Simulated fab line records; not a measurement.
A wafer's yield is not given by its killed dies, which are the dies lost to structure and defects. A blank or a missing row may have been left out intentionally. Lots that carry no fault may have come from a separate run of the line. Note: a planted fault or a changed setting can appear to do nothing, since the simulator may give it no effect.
fab line records + flow n5Finfet
record:
- lots: 10
- wafers: 29
- lastDay: 17
route steps=1938 shown BEOL_M4@1111 BEOL_M9@1446 PASSIVATION@1936
lots that met no fault: from a run of the same line without faults
startH: start of the lot's first displayed wafer, in hours after the record's first day + waitH: how many hours have passed since the lot's step before this one + " unchanged from the row above + L1.1+2: a single row standing in for several wafers + - no value, or no start was given + * or withheld: withheld + < > ~ a bound
route shown NAME@n: NAME is a module with steps in the file, n the number in the route of the first one + usual: mean/standard deviation taken from wafers without a fault + same: alike in all rows + chamber/n: place in a boat + sites: per-site readings + _std_site: how widely they spread, as a standard deviation + _edge_site: the outer-site mean with the inner-site mean subtracted + radiusMm: for every site, how far away it sits from the centre of the wafer + mask NAME#n: copy n + behind: the most recent tool/chamber to have shaped the wafer + hold: what put the lot on hold/how long, in hours/how the hold closed + device: transistor that didn't switch, given as n, p or np + end of line: tests of these same wafers at the route's end + where a step has no rows: the recipe by itself + killed: not the wafer's yield, but the dies lost to structure and defects at the first sort + map: a wafer's dies, x killed, . not, _ none there
set.NAME: setting as actually run; set.NAME@STEP: the setting as run at that earlier step + model.NAME: the simulator's own value behind a step, which no gauge read
route steps across a sampled set of lots; one table per step, one row per wafer
services: from which hour (startH, from the record's first day; less than 0 if before it) a tool's chamber was out of use, for how many hours, and why
== steps ==
step: N5_BEOL_M4_RC_MEAS_101
usual:
- DIBL_N: 36.3/1.6
- DIBL_P: 36.2/2.1
- IOFF_N: 0.16/0.031
- IOFF_P: 0.21/0.034
- ION_N: 673/11
- ION_P: 461/7.4
- SS_N: 71.6/0.55
- SS_P: 73.3/0.66
- VT_N: 251/3.2
- VT_P: -251/3.5
| lot.wafer | tool      | chamber | startH | waitH | DIBL_N[mV/V] | DIBL_P[mV/V] | IOFF_N[nA/um] | IOFF_P[nA/um] | ION_N[uA/um] | ION_P[uA/um] | SS_N[mV/dec] | SS_P[mV/dec] | VT_N[mV] | VT_P[mV] |
|-----------|-----------|---------|--------|-------|--------------|--------------|---------------|---------------|--------------|--------------|--------------|--------------|----------|----------|
| L372.2    | prober-02 | 0       | 157.00 | 0.2   | 36.6         | 35.7         | 0.16          | 0.23          | 678          | 469          | 72.4         | 73.7         | 250      | -252     |
| L372.3    | "         | 0       | "      | "     | 34.4         | 33.3         | 0.13          | 0.19          | 683          | 473          | 71.6         | 73.3         | 252      | -250     |
| L377.3    | prober-01 | 0       | 188.45 | 0.3   | 34.0         | 34.1         | 0.12          | 0.20          | 665          | 465          | 70.5         | 73.1         | 253      | -249     |
| L377.5    | "         | 0       | "      | "     | 35.5         | 35.7         | 0.15          | 0.21          | 666          | 461          | 70.8         | 73.2         | 251      | -247     |
| L377.6    | "         | 0       | "      | "     | 32.7         | 32.4         | 0.11          | 0.18          | 669          | 468          | 70.6         | 72.9         | 256      | -252     |
| L381.4    | prober-02 | 0       | 206.67 | 0.5   | 34.8         | 35.7         | 0.14          | 0.18          | 652          | 452          | 70.9         | 72.8         | 247      | -252     |
| L381.5    | "         | 0       | "      | "     | 36.3         | 37.0         | 0.16          | 0.19          | 679          | 461          | 71.2         | 73.4         | 250      | -254     |
| L381.6    | "         | 0       | "      | "     | 37.1         | 38.3         | 0.18          | 0.22          | 665          | 455          | 71.7         | 74.2         | 246      | -250     |
| L382.3    | prober-01 | 0       | 211.20 | 0.3   | 34.6         | 34.2         | 0.14          | 0.17          | 675          | 458          | 71.9         | 73.1         | 252      | -255     |
| L382.4    | "         | 0       | "      | "     | 36.0         | 36.7         | 0.18          | 0.20          | 683          | 469          | 71.6         | 73.8         | 249      | -251     |
| L382.5    | "         | 0       | "      | "     | 35.9         | 36.5         | 0.17          | 0.20          | 694          | 469          | 72.3         | 74.3         | 249      | -252     |
| L384.1    | prober-02 | 0       | 229.28 | 0.0   | 34.2         | 36.2         | 0.13          | 0.19          | 672          | 466          | 70.9         | 72.7         | 253      | -252     |
| L384.2    | "         | 0       | "      | "     | 36.8         | 39.3         | 0.18          | 0.24          | 669          | 461          | 72.6         | 73.5         | 246      | -248     |
| L384.4    | "         | 0       | "      | "     | 36.3         | 38.6         | 0.17          | 0.24          | 689          | 475          | 71.2         | 74.0         | 247      | -247     |
| L385.2    | prober-01 | 0       | 236.46 | 0.2   | 37.8         | 37.6         | 0.15          | 0.21          | 675          | 460          | 72.0         | 73.3         | 252      | -253     |
| L385.3    | "         | 0       | "      | "     | 38.2         | 37.3         | 0.17          | 0.19          | 673          | 450          | 72.4         | 73.8         | 249      | -257     |
| L385.6    | "         | 0       | "      | "     | 36.2         | 36.6         | 0.14          | 0.18          | 660          | 453          | 71.2         | 73.5         | 251      | -256     |
| L386.1    | prober-01 | 0       | 245.71 | 0.0   | 36.4         | 38.2         | 0.18          | 0.25          | 687          | 474          | 71.8         | 73.9         | 246      | -248     |
| L386.2    | "         | 0       | "      | "     | 35.1         | 35.3         | 0.15          | 0.19          | 670          | 457          | 71.4         | 73.2         | 249      | -250     |
| L386.4    | "         | 0       | "      | "     | 38.9         | 40.0         | 0.22          | 0.27          | 682          | 467          | 72.6         | 74.5         | 246      | -250     |
| L387.1    | prober-02 | 0       | 256.65 | 0.0   | 36.4         | 34.9         | 0.15          | 0.19          | 674          | 457          | 71.6         | 72.7         | 248      | -251     |
| L387.4    | "         | 0       | "      | "     | 34.2         | 32.6         | 0.12          | 0.16          | 643          | 451          | 71.2         | 71.4         | 255      | -251     |
| L387.6    | "         | 0       | "      | "     | 34.8         | 34.5         | 0.14          | 0.19          | 660          | 459          | 70.7         | 73.0         | 253      | -252     |
| L394.2    | prober-01 | 0       | 295.65 | 0.2   | 34.2         | 32.7         | 0.10          | 0.14          | 656          | 455          | 70.4         | 71.8         | 257      | -254     |
| L394.3    | "         | 0       | "      | "     | 37.2         | 37.0         | 0.15          | 0.19          | 667          | 456          | 71.2         | 72.6         | 251      | -253     |
| L394.4    | "         | 0       | "      | "     | 36.9         | 36.4         | 0.14          | 0.19          | 666          | 463          | 71.6         | 72.9         | 252      | -255     |
| L395.2    | prober-01 | 0       | 298.01 | 0.2   | 37.9         | 38.5         | 0.19          | 0.23          | 687          | 466          | 71.7         | 74.6         | 248      | -249     |
| L395.3    | "         | 0       | "      | "     | 39.1         | 41.1         | 0.23          | 0.28          | 697          | 472          | 73.3         | 74.0         | 245      | -248     |
| L395.6    | "         | 0       | "      | "     | 39.1         | 41.7         | 0.25          | 0.29          | 708          | 478          | 72.5         | 74.3         | 243      | -248     |
step: N5_BEOL_M9_TRENCH_ETCH_37
recipe:
- chemistry: C4F6/O2
- targetDepthA: 1514.3
- target: SiCOH_lowk
- timeS: 49
- ionEnergyEv: 250
- pressureMtorr: 30
- sourceW: 345
- biasW: 185
- Ar_flow_sccm: 300
- C4F6_flow_sccm: 10
- O2_flow_sccm: 10
usual:
- C4F6_flow_sccm: 10.00/0.032
- O2_flow_sccm: 9.99/0.033
- drypumpMotorCurrentA: 5.6/0.53
- oesProductAu: 0.79/0.084
- rfVppV: 660/14
- showerheadPlenumPTorr: 2.83/0.098
- throttleValvePct: 20.84/0.21
| lot.wafer | tool       | chamber | startH | waitH | C4F6_flow_sccm | O2_flow_sccm | drypumpMotorCurrentA | oesProductAu | rfHoursCounterH | rfVppV | showerheadPlenumPTorr | throttleValvePct |
|-----------|------------|---------|--------|-------|----------------|--------------|----------------------|--------------|-----------------|--------|-----------------------|------------------|
| L372.2    | rieDiel-03 | 0       | -      | -     | 9.98           | 10.05        | 5.9                  | 0.74         | 166             | 686    | 2.84                  | 21.07            |
| L372.3    | "          | 1       | "      | "     | 10.02          | 9.96         | 6.1                  | 0.88         | 46              | 670    | 2.76                  | 20.70            |
| L377.3    | rieDiel-01 | 3       | -      | -     | 9.97           | 10.00        | 5.3                  | 0.69         | 218             | 651    | 2.72                  | 20.96            |
| L377.5    | "          | 1       | "      | "     | 10.01          | 9.98         | 5.8                  | 0.84         | -               | 674    | 2.89                  | 20.96            |
| L377.6    | "          | 0       | "      | "     | 9.99           | 9.99         | 4.9                  | 0.85         | -               | 642    | 2.86                  | 20.93            |
| L381.4    | rieDiel-05 | 2       | -      | -     | 9.98           | 10.02        | 6.7                  | 0.79         | 122             | 664    | 2.94                  | 20.35            |
| L381.5    | "          | 1       | "      | "     | 10.02          | 9.99         | 6.1                  | 0.81         | -               | 662    | 2.97                  | 20.62            |
| L381.6    | "          | 0       | "      | "     | 10.02          | 10.05        | 5.6                  | 0.74         | -               | 636    | 2.64                  | 20.94            |
| L382.3    | rieDiel-01 | 2       | -      | -     | 10.04          | 9.96         | 5.0                  | 0.99         | 3               | 673    | 2.79                  | 20.99            |
| L382.4    | "          | 0       | "      | "     | 9.98           | 9.97         | 4.9                  | 0.83         | 84              | 642    | 2.86                  | 20.93            |
| L382.5    | "          | 3       | "      | "     | 10.00          | 10.00        | 5.4                  | 0.68         | -               | 650    | 2.71                  | 20.96            |
| L384.1    | rieDiel-05 | 1       | -      | -     | 10.03          | 9.97         | 6.1                  | 0.81         | 85              | 663    | 2.97                  | 20.64            |
| L384.2    | "          | 0       | "      | "     | 9.96           | 10.04        | 5.6                  | 0.74         | 146             | 635    | 2.64                  | 20.96            |
| L384.4    | "          | 2       | "      | "     | 10.03          | 10.00        | 6.7                  | 0.80         | 129             | 664    | 2.94                  | 20.36            |
| L385.2    | rieDiel-01 | 3       | -      | -     | 10.01          | 10.03        | 5.3                  | 0.67         | 233             | 651    | 2.71                  | 20.98            |
| L385.3    | "          | 1       | "      | "     | 9.96           | 9.96         | 5.8                  | 0.83         | 73              | 675    | 2.88                  | 20.98            |
| L385.6    | "          | 1       | "      | "     | 10.00          | 9.96         | 5.8                  | 0.83         | -               | 673    | 2.88                  | 21.01            |
| L386.1    | rieDiel-03 | 2       | -      | -     | 10.00          | 9.98         | 5.0                  | 0.73         | 193             | 657    | 2.73                  | 20.98            |
| L386.2    | "          | 1       | "      | "     | 10.03          | 10.03        | 6.1                  | 0.83         | 77              | 668    | 2.75                  | 20.75            |
| L386.4    | "          | 3       | "      | "     | 9.95           | 9.95         | 5.4                  | 0.95         | 6               | 644    | 2.91                  | 20.52            |
| L387.1    | rieDiel-03 | 1       | -      | -     | 10.01          | 10.00        | 6.1                  | 0.82         | 80              | 669    | 2.75                  | 20.73            |
| L387.4    | "          | 3       | "      | "     | 10.04          | 10.00        | 5.4                  | 0.93         | -               | 645    | 2.91                  | 20.55            |
| L387.6    | "          | 2       | "      | "     | 9.96           | 9.97         | 5.1                  | 0.72         | -               | 656    | 2.73                  | 20.98            |
| L394.2    | rieDiel-01 | 2       | -      | -     | 10.01          | 10.05        | 5.0                  | 0.92         | 28              | 671    | 2.78                  | 21.04            |
| L394.3    | "          | 1       | "      | "     | 10.02          | 9.96         | 5.8                  | 0.80         | 91              | 674    | 2.87                  | 21.00            |
| L394.4    | "          | 2       | "      | "     | 10.09          | 9.99         | 5.0                  | 0.91         | -               | 671    | 2.78                  | 21.02            |
| L395.2    | rieDiel-05 | 3       | -      | -     | 9.98           | 10.02        | 5.8                  | 0.95         | 5               | 681    | 2.91                  | 20.36            |
| L395.3    | "          | 0       | "      | "     | 9.95           | 9.99         | 5.6                  | 0.72         | 170             | 636    | 2.63                  | 20.98            |
| L395.6    | "          | 0       | "      | "     | 10.02          | 9.99         | 5.6                  | 0.72         | -               | 636    | 2.63                  | 20.97            |
step: N5_BEOL_M9_ETCH_41
recipe:
- chemistry: CH3F/O2
- target: SiCN
- targetDepthA: 366
- taperDeg: 2
- timeS: 70.1
- ionEnergyEv: 120
- maskMaterial: TiN
- pressureMtorr: 30
- sourceW: 395
- biasW: 75
- Ar_flow_sccm: 150
- CH3F_flow_sccm: 30
- O2_flow_sccm: 20
usual:
- CH3F_flow_sccm: 30.00/0.099
- O2_flow_sccm: 20.00/0.061
- drypumpMotorCurrentA: 5.6/0.53
- oesProductAu: 0.79/0.084
- rfVppV: 297.1/1.6
- showerheadPlenumPTorr: 1.99/0.073
- throttleValvePct: 16.25/0.19
| lot.wafer | tool       | chamber | startH | waitH | CH3F_flow_sccm | O2_flow_sccm | drypumpMotorCurrentA | oesProductAu | rfHoursCounterH | rfVppV | showerheadPlenumPTorr | throttleValvePct |
|-----------|------------|---------|--------|-------|----------------|--------------|----------------------|--------------|-----------------|--------|-----------------------|------------------|
| L372.2    | rieDiel-03 | 0       | 196.49 | -     | 29.97          | 20.01        | 5.9                  | 0.73         | 166             | 297.6  | 2.00                  | 16.47            |
| L372.3    | "          | 1       | "      | "     | 29.98          | 20.01        | 6.1                  | 0.89         | 46              | 296.8  | 1.94                  | 16.05            |
| L377.3    | rieDiel-01 | 3       | 230.75 | -     | 30.02          | 19.96        | 5.3                  | 0.69         | 218             | 294.9  | 1.90                  | 16.38            |
| L377.5    | "          | 1       | "      | "     | 30.04          | 19.96        | 5.8                  | 0.85         | -               | 298.2  | 2.03                  | 16.34            |
| L377.6    | "          | 0       | "      | "     | 29.98          | 20.03        | 4.9                  | 0.84         | -               | 296.9  | 2.01                  | 16.30            |
| L381.4    | rieDiel-05 | 2       | 248.88 | -     | 29.95          | 20.01        | 6.7                  | 0.80         | 122             | 297.8  | 2.08                  | 15.84            |
| L381.5    | "          | 1       | "      | "     | 30.19          | 20.00        | 6.1                  | 0.80         | -               | 299.9  | 2.09                  | 16.05            |
| L381.6    | "          | 0       | "      | "     | 30.10          | 20.04        | 5.6                  | 0.75         | -               | 294.5  | 1.85                  | 16.31            |
| L382.3    | rieDiel-01 | 2       | 252.49 | -     | 29.82          | 20.06        | 5.0                  | 1.00         | 3               | 296.5  | 1.96                  | 16.31            |
| L382.4    | "          | 0       | "      | "     | 30.01          | 20.00        | 4.9                  | 0.84         | 84              | 297.0  | 2.01                  | 16.31            |
| L382.5    | "          | 3       | "      | "     | 29.88          | 20.05        | 5.3                  | 0.68         | -               | 294.9  | 1.90                  | 16.39            |
| L384.1    | rieDiel-05 | 1       | 271.81 | -     | -              | -            | -                    | -            | -               | -      | -                     | -                |
| L384.2    | "          | 0       | "      | "     | -              | -            | -                    | -            | -               | -      | -                     | -                |
| L384.4    | "          | 2       | "      | "     | -              | -            | -                    | -            | -               | -      | -                     | -                |
| L385.2    | rieDiel-01 | 3       | 276.17 | -     | -              | -            | -                    | -            | -               | -      | -                     | -                |
| L385.3    | "          | 1       | "      | "     | -              | -            | -                    | -            | -               | -      | -                     | -                |
| L385.6    | "          | 1       | "      | "     | -              | -            | -                    | -            | -               | -      | -                     | -                |
| L386.1    | rieDiel-03 | 2       | 284.51 | -     | -              | -            | -                    | -            | -               | -      | -                     | -                |
| L386.2    | "          | 1       | "      | "     | -              | -            | -                    | -            | -               | -      | -                     | -                |
| L386.4    | "          | 3       | "      | "     | -              | -            | -                    | -            | -               | -      | -                     | -                |
| L387.1    | rieDiel-03 | 1       | 293.99 | -     | 30.15          | 19.88        | 6.1                  | 0.84         | 80              | 296.9  | 1.93                  | 16.16            |
| L387.4    | "          | 3       | "      | "     | 29.86          | 20.00        | 5.4                  | 0.93         | -               | 299.7  | 2.05                  | 15.92            |
| L387.6    | "          | 2       | "      | "     | 30.14          | 20.04        | 5.1                  | 0.73         | -               | 296.4  | 1.91                  | 16.41            |
| L394.2    | rieDiel-01 | 2       | 334.04 | -     | 30.01          | 20.01        | 5.0                  | 0.91         | 28              | 296.7  | 1.95                  | 16.36            |
| L394.3    | "          | 1       | "      | "     | 30.01          | 20.14        | 5.8                  | 0.80         | 91              | 296.9  | 2.02                  | 16.41            |
| L394.4    | "          | 2       | "      | "     | 30.17          | 19.94        | 5.0                  | 0.90         | -               | 296.7  | 1.95                  | 16.35            |
| L395.2    | rieDiel-05 | 3       | 343.63 | -     | 29.92          | 20.07        | 5.7                  | 0.94         | 5               | 298.8  | 2.05                  | 15.75            |
| L395.3    | "          | 0       | "      | "     | 30.09          | 19.91        | 5.6                  | 0.72         | 170             | 294.4  | 1.84                  | 16.36            |
| L395.6    | "          | 0       | "      | "     | 30.07          | 19.95        | 5.6                  | 0.72         | -               | 294.0  | 1.84                  | 16.38            |
step: N5_BEOL_M9_CURE_72
recipe:
- tempC: 370
- timeS: 120
- ambient: DMADMS/He
- material: SiCOH_lowk
usual:
- lampPowerPct: 52.31/0.052
- wafer_temp_C_max: 371.4/0.74
| lot.wafer | tool      | chamber | startH | waitH | lampPowerPct | wafer_temp_C_max |
|-----------|-----------|---------|--------|-------|--------------|------------------|
| L372.2    | uvCure-01 | 0       | 196.87 | 0.1   | 52.19        | 370.5            |
| L372.3    | "         | 0       | "      | "     | 52.24        | 370.8            |
| L377.3    | uvCure-01 | 2       | 231.17 | 0.1   | 52.35        | 371.9            |
| L377.5    | "         | 2       | "      | "     | 52.36        | 372.2            |
| L377.6    | "         | 2       | "      | "     | 52.36        | 373.0            |
| L381.4    | uvCure-02 | 0       | 249.51 | 0.3   | 52.31        | 371.2            |
| L381.5    | "         | 0       | "      | "     | 52.37        | 371.2            |
| L381.6    | "         | 0       | "      | "     | 52.36        | 371.6            |
| L382.3    | uvCure-01 | 2       | 252.93 | 0.1   | 52.31        | 373.2            |
| L382.4    | "         | 2       | "      | "     | 52.32        | 372.2            |
| L382.5    | "         | 2       | "      | "     | 52.38        | 372.5            |
| L384.1    | uvCure-03 | 2       | 272.14 | 0.0   | 52.32        | 372.8            |
| L384.2    | "         | 2       | "      | "     | 52.23        | 372.3            |
| L384.4    | "         | 2       | "      | "     | 52.40        | 373.6            |
| L385.2    | uvCure-02 | 2       | 276.55 | 0.1   | 52.20        | 372.1            |
| L385.3    | "         | 2       | "      | "     | 52.25        | 371.9            |
| L385.6    | "         | 2       | "      | "     | 52.33        | 371.5            |
| L386.1    | uvCure-02 | 1       | 284.84 | 0.0   | 52.38        | 370.4            |
| L386.2    | "         | 1       | "      | "     | 52.35        | 370.8            |
| L386.4    | "         | 1       | "      | "     | 52.32        | 371.0            |
| L387.1    | uvCure-01 | 0       | 294.33 | 0.0   | 52.34        | 371.2            |
| L387.4    | "         | 0       | "      | "     | 52.28        | 370.4            |
| L387.6    | "         | 0       | "      | "     | 52.30        | 370.1            |
| L394.2    | uvCure-02 | 0       | 334.42 | 0.1   | 52.38        | 371.5            |
| L394.3    | "         | 0       | "      | "     | 52.24        | 371.9            |
| L394.4    | "         | 0       | "      | "     | 52.28        | 371.4            |
| L395.2    | uvCure-02 | 2       | 344.01 | 0.1   | 52.29        | 371.0            |
| L395.3    | "         | 2       | "      | "     | 52.29        | 370.6            |
| L395.6    | "         | 2       | "      | "     | 52.26        | 371.0            |
step: N5_BEOL_M9_PRE_CLEAN_45
recipe:
- gas: H2/He
- timeS: 30
- tempC: 250
usual:
- heaterPowerW: 329/25
| lot.wafer | tool          | chamber | startH | waitH | heaterPowerW |
|-----------|---------------|---------|--------|-------|--------------|
| L372.2    | pvdSputter-02 | -       | 199.30 | 0.0   | 297          |
| L372.3    | "             | -       | "      | "     | 315          |
| L377.3    | pvdSputter-03 | -       | 231.59 | 0.0   | 367          |
| L377.5    | "             | -       | "      | "     | 333          |
| L377.6    | "             | -       | "      | "     | 301          |
| L381.4    | pvdSputter-01 | -       | 250.01 | 0.0   | 348          |
| L381.5    | "             | -       | "      | "     | 372          |
| L381.6    | "             | -       | "      | "     | 339          |
| L382.3    | pvdSputter-03 | -       | 253.19 | 0.0   | 304          |
| L382.4    | "             | -       | "      | "     | 364          |
| L382.5    | "             | -       | "      | "     | 350          |
| L384.1    | pvdSputter-03 | -       | 272.56 | 0.0   | 361          |
| L384.2    | "             | -       | "      | "     | 336          |
| L384.4    | "             | -       | "      | "     | 362          |
| L385.2    | pvdSputter-02 | -       | 276.86 | 0.0   | 317          |
| L385.3    | "             | -       | "      | "     | 311          |
| L385.6    | "             | -       | "      | "     | 298          |
| L386.1    | pvdSputter-01 | -       | 286.41 | 0.0   | 350          |
| L386.2    | "             | -       | "      | "     | 288          |
| L386.4    | "             | -       | "      | "     | 313          |
| L387.1    | pvdSputter-02 | -       | 294.69 | 0.0   | 307          |
| L387.4    | "             | -       | "      | "     | 347          |
| L387.6    | "             | -       | "      | "     | 314          |
| L394.2    | pvdSputter-01 | -       | 335.00 | 0.0   | 347          |
| L394.3    | "             | -       | "      | "     | 364          |
| L394.4    | "             | -       | "      | "     | 328          |
| L395.2    | pvdSputter-02 | -       | 344.74 | 0.0   | 295          |
| L395.3    | "             | -       | "      | "     | 310          |
| L395.6    | "             | -       | "      | "     | 325          |
step: N5_PASSIVATION_PROBE_49
usual:
- defectLimitedYield: 91.5/1.5
- killed_at_M0_to_M3: 32/9.4
- killed_at_M4_up: 12/5.1
- killedAtContacts: 11/7.4
- killedAtFrontEnd: 41/11
- killedAtOther: 3.4/2.5
- killedDies: 100/17
- killedOnRim: 13/4.4
- killedOpen: 65/14
- killedShort: 33/7
- sort_bin_5_function: 4.9/0.96
- sort_bin_6_memory: 3.1/0.7
- sort_bin_8_speed: 0.00/0.01
- sortNPass: 1080/17
- sortYieldPct: 91.5/1.5
same:
- grossDies: 1180
- killedAtBackSide: 0
- sort_bin_4_leakage[%]: 0
| lot.wafer | tool      | chamber | startH | waitH | defectLimitedYield[%] | killed_at_M0_to_M3 | killed_at_M4_up | killedAtContacts | killedAtFrontEnd | killedAtOther | killedDies | killedOnRim | killedOpen | killedShort | sort_bin_5_function[%] | sort_bin_6_memory[%] | sort_bin_8_speed[%] | sortNPass | sortYieldPct[%] |
|-----------|-----------|---------|--------|-------|-----------------------|--------------------|-----------------|------------------|------------------|---------------|------------|-------------|------------|-------------|------------------------|----------------------|---------------------|-----------|-----------------|
| L385.2    | prober-01 | -       | 326.44 | 0.1   | 0                     | 50                 | 1067            | 10               | 41               | 12            | 1180       | 152         | 68         | 58          | 95.4                   | 4.4                  | 0                   | 0         | 0               |
| L385.3    | prober-01 | -       | 326.49 | 0.1   | 0                     | 40                 | 1073            | 11               | 53               | 3             | 1180       | 152         | 78         | 30          | 96.4                   | 2.9                  | 0                   | 0         | 0               |
| L385.6    | prober-01 | -       | 326.64 | 0.3   | 0                     | 38                 | 1101            | 13               | 27               | 1             | 1180       | 152         | 68         | 21          | 97.4                   | 2.5                  | 0                   | 0         | 0               |
| L384.1    | prober-01 | -       | 327.45 | 0.0   | 0                     | 21                 | 1100            | 8                | 45               | 6             | 1180       | 152         | 61         | 38          | 97.0                   | 2.5                  | 0                   | 0         | 0               |
| L384.2    | prober-01 | -       | 327.50 | 0.1   | 0                     | 36                 | 1089            | 5                | 46               | 4             | 1180       | 152         | 64         | 35          | 96.3                   | 3.2                  | 0                   | 0         | 0               |
| L384.4    | prober-01 | -       | 327.60 | 0.2   | 0                     | 22                 | 1099            | 16               | 41               | 2             | 1180       | 152         | 62         | 28          | 97.2                   | 2.5                  | 0                   | 0         | 0               |
| L386.1    | prober-02 | -       | 339.74 | 0.0   | 0                     | 40                 | 1097            | 6                | 30               | 7             | 1180       | 152         | 67         | 30          | 96.8                   | 2.9                  | 0                   | 0         | 0               |
| L386.2    | prober-02 | -       | 339.79 | 0.1   | 0                     | 26                 | 1095            | 7                | 51               | 1             | 1180       | 152         | 65         | 35          | 97.5                   | 2.3                  | 0                   | 0         | 0               |
| L386.4    | prober-02 | -       | 339.89 | 0.2   | 0                     | 28                 | 1086            | 14               | 51               | 1             | 1180       | 152         | 68         | 33          | 96.3                   | 3.4                  | 0                   | 0         | 0               |
| L387.1    | prober-02 | -       | 349.82 | 0.0   | 90.6                  | 35                 | 7               | 18               | 51               | 0             | 111        | 13          | 75         | 34          | 5.8                    | 3.1                  | 0                   | 1069      | 90.6            |
| L387.6    | prober-02 | -       | 350.07 | 0.3   | 90.7                  | 38                 | 15              | 21               | 34               | 2             | 110        | 14          | 87         | 23          | 5.8                    | 3.1                  | 0                   | 1070      | 90.7            |
killed by level:class
L385.2 BEOL_M9:areaEtch=1054 BEOL_M0_SAQP:geometricParticle:short=15 FIN_SAQP:geometricParticle:short=13 BEOL_M0_SAQP:geometricParticle:open=11 FIN_SAQP:geometricParticle:open=9 MOL_CONTACT_COAG:geometricParticle:open=8 BEOL_M3:geometricParticle:short=8 BEOL_M3:geometricParticle:open=6
L385.3 BEOL_M9:areaEtch=1071 FIN_SAQP:geometricParticle:open=17 BEOL_M2:geometricParticle:open=12 STI_FIN_REVEAL:geometricParticle:open=9 MOL_CONTACT_COAG:geometricParticle:open=9 BEOL_M3:geometricParticle:open=8 FIN_SAQP:geometricParticle:short=7 DUMMY_GATE:geometricParticle:open=7
L385.6 BEOL_M9:areaEtch=1091 MOL_CONTACT_COAG:geometricParticle:open=12 BEOL_M0_SAQP:geometricParticle:open=9 STI_FIN_REVEAL:geometricParticle:open=8 BEOL_M1:geometricParticle:open=8 BEOL_M4:geometricParticle:open=8 BEOL_M0_SAQP:geometricParticle:short=7 BEOL_M3:geometricParticle:open=7
L384.1 BEOL_M9:areaEtch=1080 FIN_SAQP:geometricParticle:open=10 STI_FIN_REVEAL:geometricParticle:open=10 FIN_SAQP:geometricParticle:short=9 BEOL_M4:geometricParticle:open=8 MOL_CONTACT_COAG:geometricParticle:open=6 BEOL_M0_SAQP:geometricParticle:open=4 BEOL_M3:geometricParticle:open=4
L384.2 BEOL_M9:areaEtch=1081 FIN_SAQP:geometricParticle:open=12 STI_FIN_REVEAL:geometricParticle:open=11 FIN_SAQP:geometricParticle:short=9 BEOL_M2:geometricParticle:open=9 BEOL_M3:geometricParticle:open=6 BEOL_M0_SAQP:geometricParticle:short=5 GATE_CUT:geometricParticle:short=4
L384.4 BEOL_M9:areaEtch=1090 MOL_CONTACT_COAG:geometricParticle:open=12 STI_FIN_REVEAL:geometricParticle:open=11 FIN_SAQP:geometricParticle:open=7 BEOL_M0_SAQP:geometricParticle:open=6 DUMMY_GATE:geometricParticle:open=5 FIN_SAQP:geometricParticle:short=4 ILD0:geometricParticle:short=4
L386.1 BEOL_M9:areaEtch=1082 BEOL_M0_SAQP:geometricParticle:short=12 BEOL_M0_SAQP:geometricParticle:open=12 BEOL_M1:geometricParticle:open=7 BEOL_M4:geometricParticle:open=6 PASS1_DEP:geometricParticle:open=6 DUMMY_GATE:geometricParticle:open=5 MOL_CONTACT_COAG:geometricParticle:open=5
L386.2 BEOL_M9:areaEtch=1080 STI_FIN_REVEAL:geometricParticle:open=14 FIN_SAQP:geometricParticle:short=12 BEOL_M0_SAQP:geometricParticle:short=8 BEOL_M0_SAQP:geometricParticle:open=8 FIN_SAQP:geometricParticle:open=7 MOL_CONTACT_COAG:geometricParticle:open=5 DUMMY_GATE:geometricParticle:open=4
L386.4 BEOL_M9:areaEtch=1078 FIN_SAQP:geometricParticle:open=15 MOL_CONTACT_COAG:geometricParticle:open=13 FIN_SAQP:geometricParticle:short=10 BEOL_M0_SAQP:geometricParticle:open=9 STI_FIN_REVEAL:geometricParticle:open=4 DUMMY_GATE:geometricParticle:open=4 BEOL_M2:geometricParticle:open=4
L387.1 FIN_SAQP:geometricParticle:open=17 MOL_CONTACT_COAG:geometricParticle:open=14 BEOL_M1:geometricParticle:open=12 FIN_SAQP:geometricParticle:short=9 GATE_CUT:geometricParticle:short=6 BEOL_M3:geometricParticle:open=6 BEOL_M2:geometricParticle:open=5 DUMMY_GATE:geometricParticle:open=4
L387.6 MOL_CONTACT_COAG:geometricParticle:open=17 FIN_SAQP:geometricParticle:open=10 BEOL_M0_SAQP:geometricParticle:open=9 BEOL_M2:geometricParticle:open=8 FIN_SAQP:geometricParticle:short=7 BEOL_M3:geometricParticle:open=7 BEOL_M5:geometricParticle:open=6 BEOL_M1:geometricParticle:open=6
== services ==
| tool          | chamber | startH | hours | kind                         |
|---------------|---------|--------|-------|------------------------------|
| uvCure-01     | -       | 173.92 | 6.1   | repair                       |
| rieDiel-03    | 0       | 181.89 | 7.9   | repair                       |
| uvCure-01     | -       | 206.49 | 1.1   | repair                       |
| uvCure-01     | -       | 210.54 | 8.8   | repair                       |
| rieDiel-01    | 3       | 211.88 | 14.8  | repair                       |
| uvCure-01     | -       | 219.35 | 2.1   | pm                           |
| uvCure-01     | -       | 221.48 | 1.0   | pm                           |
| rieDiel-01    | 2       | 230.42 | -     | clean                        |
| rieDiel-01    | 2       | 230.42 | -     | consumableReplace:focusRing  |
| rieDiel-01    | 2       | 230.42 | 13.2  | scheduledDown                |
| rieDiel-01    | 2       | 230.42 | 13.2  | ventCycle                    |
| rieDiel-03    | 3       | 232.01 | 2.0   | repair                       |
| rieDiel-03    | 3       | 266.40 | 4.3   | repair                       |
| pvdSputter-02 | -       | 284.61 | 5.1   | repair                       |
| rieDiel-05    | 3       | 288.80 | 4.2   | repair                       |
| rieDiel-03    | 0       | 289.36 | 5.6   | repair                       |
| rieDiel-05    | 3       | 307.51 | -     | clean                        |
| rieDiel-01    | 1       | 326.54 | 5.2   | repair                       |
| rieDiel-01    | 3       | 331.80 | -     | clean                        |
| rieDiel-01    | 3       | 331.80 | -     | consumableReplace:focusRing  |
| rieDiel-01    | 3       | 331.80 | -     | consumableReplace:showerhead |
| rieDiel-01    | 3       | 331.80 | 19.1  | scheduledDown                |
| rieDiel-01    | 3       | 331.80 | 19.1  | ventCycle                    |
| rieDiel-03    | 3       | 343.39 | 5.5   | repair                       |
== key ==
firstSign:
- step: N5_BEOL_M9_ETCH_41
- reading: toolRecord
- direction: missing
effect:
- step: N5_PASSIVATION_PROBE_49
- reading: killed_at_M4_up
- direction: up
- sigmas: 99+
- usual: 12
- struck: 1090
moreKillsBornAt:
- N5_BEOL_M9_ETCH_41@rieDiel-05: 3251
- N5_BEOL_M9_ETCH_41@rieDiel-03: 3240
- N5_BEOL_M9_ETCH_41@rieDiel-01: 3216
metAt N5_BEOL_M9_ETCH_41
struckLots L384,L385,L386
laterRowsLeftOut L384.1,L384.2,L384.4,L385.2,L385.3,L385.6,L386.1,L386.2,L386.4
notActingAt N5_BEOL_M9_TRENCH_ETCH_37,N5_BEOL_M9_CURE_72,N5_BEOL_M9_PRE_CLEAN_45
onsetBetween 252.49 271.81
fault:
- kind: skippedStepWhole
- tool: rieDiel-01,rieDiel-03,rieDiel-05
- chamber: -
- onsetH: 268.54
- steps: N5_BEOL_M9_ETCH_41
- scope: struckLotsOnly
laterRowsLeftOut: the simulator's readings of these wafers behind a module that went badly wrong aren't trusted and aren't shown, but for the sort
